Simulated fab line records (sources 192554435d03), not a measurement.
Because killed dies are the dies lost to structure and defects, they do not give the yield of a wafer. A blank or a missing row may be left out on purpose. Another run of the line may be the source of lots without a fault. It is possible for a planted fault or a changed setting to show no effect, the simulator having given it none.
Matching of chambers	flow n5-finfet	N5_BEOL_M0_SAQP_ETCH_73 on rie-diel-02: 4 sister chambers
The step etches SiARC in CF4, target depth 19.5 nm, time 32.5 s. 20 wafers are shown with their chamber, then 10 later ones without.

== WAFERS PAIRED WITH THEIR CHAMBERS ==
wafer	chamber	showerhead-plenum-p-Torr (Torr)	drypump-motor-current-A (A)	throttle-valve-pct (%)
L074.2	1	2.04	6.0	15.60
L074.5	1	2.04	6.0	15.59
L074.6	0	2.15	5.2	15.60
L076.1	2	2.26	5.7	15.59
L076.4	3	2.10	6.2	15.39
L076.6	3	2.10	6.2	15.37
L080.2	2	2.26	5.6	15.60
L080.4	0	2.14	5.3	15.63
L080.5	1	2.04	6.0	15.63
L086.3	2	2.26	5.7	15.63
L086.4	0	2.14	5.2	15.64
L086.6	1	2.03	6.0	15.65
L087.1	2	2.26	5.6	15.63
L087.4	2	2.26	5.7	15.63
L087.6	0	2.14	5.3	15.66
L089.2	0	2.14	5.2	15.65
L089.4	2	2.25	5.7	15.63
L089.6	1	2.03	6.0	15.66
L091.1	1	2.03	6.0	15.66
L091.3	2	2.25	5.7	15.63

SIGNATURES, as means of the wafers listed above
reading	chamber 0	chamber 1	chamber 2	chamber 3	scatter within a chamber
showerhead-plenum-p-Torr	2.1420	2.0350	2.2571	2.1000	0.00483
drypump-motor-current-A	5.240	6.000	5.671	6.200	0.0405
throttle-valve-pct	15.6360	15.6317	15.6200	15.3800	0.0235
Rule: for each reading, subtract the chamber's mean from the wafer's reading, divide by that reading's scatter and square the result; add these up over the readings and take the root, which gives the wafer's distance from the chamber. The wafer belongs to the nearest chamber; if the next one is less than 2 further off, it can't be placed. The scatter: the root of (the sum of the squares of (reading less its chamber's mean) over the shown wafers, divided by (wafers less chambers)).

== WAFERS WITHOUT THEIR CHAMBER ==
wafer	showerhead-plenum-p-Torr (Torr)	drypump-motor-current-A (A)	throttle-valve-pct (%)
L091.6	2.25	5.7	15.65
L095.1	2.13	5.2	15.67
L095.3	2.03	6.0	15.67
L095.6	2.09	6.2	15.44
L096.2	2.09	6.2	15.45
L096.3	2.03	6.0	15.68
L096.5	2.13	5.3	15.69
L097.1	2.09	6.2	15.45
L097.2	2.13	5.2	15.69
L097.3	2.03	6.0	15.70

== CHAMBER TAKEN BY EACH ==
wafer	from the rows above	in truth
L091.6	2	2
L095.1	0	0
L095.3	1	1
L095.6	3	3
L096.2	3	3
L096.3	1	1
L096.5	0	0
L097.1	3	3
L097.2	0	0
L097.3	1	1
Placed correctly: 10 of 10. Not placeable from these rows: 0. Number placed wrongly: 0.
